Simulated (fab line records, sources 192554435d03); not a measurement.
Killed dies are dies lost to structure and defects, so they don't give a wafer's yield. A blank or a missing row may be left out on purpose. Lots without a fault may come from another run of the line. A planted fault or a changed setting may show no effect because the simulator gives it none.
Chamber matching | flow n5_finfet | N5_DUMMY_GATE_DESCUM_20 on rie_diel-04: 4 sister chambers
The step chemistry O2, time 6.2 s. 16 wafers are shown with their chamber, then 8 later ones without.

WAFERS WITH THEIR CHAMBER
wafer  | chamber | drypump_motor_current_A (A) | showerhead_plenum_p_Torr (Torr) | throttle_valve_pct (%)
L074.1 | 1       | 6.3                         | 2.18                            | 20.0
L074.3 | 2       | 5.8                         | 2.21                            | 20.8
L074.6 | 0       | 5.6                         | 2.09                            | 20.7
L076.2 | 0       | 5.6                         | 2.09                            | 20.7
L076.3 | 2       | 5.7                         | 2.21                            | 20.8
L076.6 | 3       | 5.7                         | 2.17                            | 20.2
L078.1 | 2       | 5.7                         | 2.20                            | 20.8
L078.2 | 3       | 5.7                         | 2.17                            | 20.3
L078.6 | 0       | 5.6                         | 2.09                            | 20.7
L081.1 | 3       | 5.8                         | 2.17                            | 20.3
L081.3 | 0       | 5.6                         | 2.09                            | 20.8
L081.6 | 0       | 5.6                         | 2.09                            | 20.8
L084.1 | 2       | 5.7                         | 2.20                            | 20.8
L084.2 | 3       | 5.7                         | 2.16                            | 20.3
L084.5 | 3       | 5.7                         | 2.16                            | 20.3
L088.1 | 1       | 6.3                         | 2.17                            | 20.1

SIGNATURES (means of the wafers above)
reading                  | chamber 0 | chamber 1 | chamber 2 | chamber 3 | scatter within a chamber
drypump_motor_current_A  | 5.600     | 6.300     | 5.725     | 5.720     | 0.0359
showerhead_plenum_p_Torr | 2.0900    | 2.1750    | 2.2050    | 2.1660    | 0.00474
throttle_valve_pct       | 20.740    | 20.050    | 20.800    | 20.280    | 0.0456
Rule: a wafer's distance from a chamber is the root of the sum, over the readings, of the square of ((its reading less the chamber's mean) divided by the reading's scatter). The wafer belongs to the nearest chamber; if the next one is less than 2 further off, it can't be placed. The scatter: the root of (the sum of the squares of (reading less its chamber's mean) over the shown wafers, divided by (wafers less chambers)).

WAFERS WITHOUT THEIR CHAMBER
wafer  | drypump_motor_current_A (A) | showerhead_plenum_p_Torr (Torr) | throttle_valve_pct (%)
L088.5 | 6.3                         | 2.17                            | 20.1
L088.6 | 5.6                         | 2.08                            | 20.8
L089.2 | 5.7                         | 2.20                            | 20.8
L089.4 | 5.6                         | 2.08                            | 20.8
L089.6 | 5.7                         | 2.20                            | 20.8
L096.1 | 5.7                         | 2.19                            | 20.8
L096.4 | 5.6                         | 2.08                            | 20.8
L096.5 | 6.3                         | 2.16                            | 20.1

WHICH CHAMBER EACH WENT THROUGH
wafer  | from the rows above | in truth
L088.5 | 1                   | 1
L088.6 | 0                   | 0
L089.2 | 2                   | 2
L089.4 | 0                   | 0
L089.6 | 2                   | 2
L096.1 | 2                   | 2
L096.4 | 0                   | 0
L096.5 | 1                   | 1
Placed correctly: 8 of 8. Can't be placed from these rows: 0. Placed wrongly: 0.
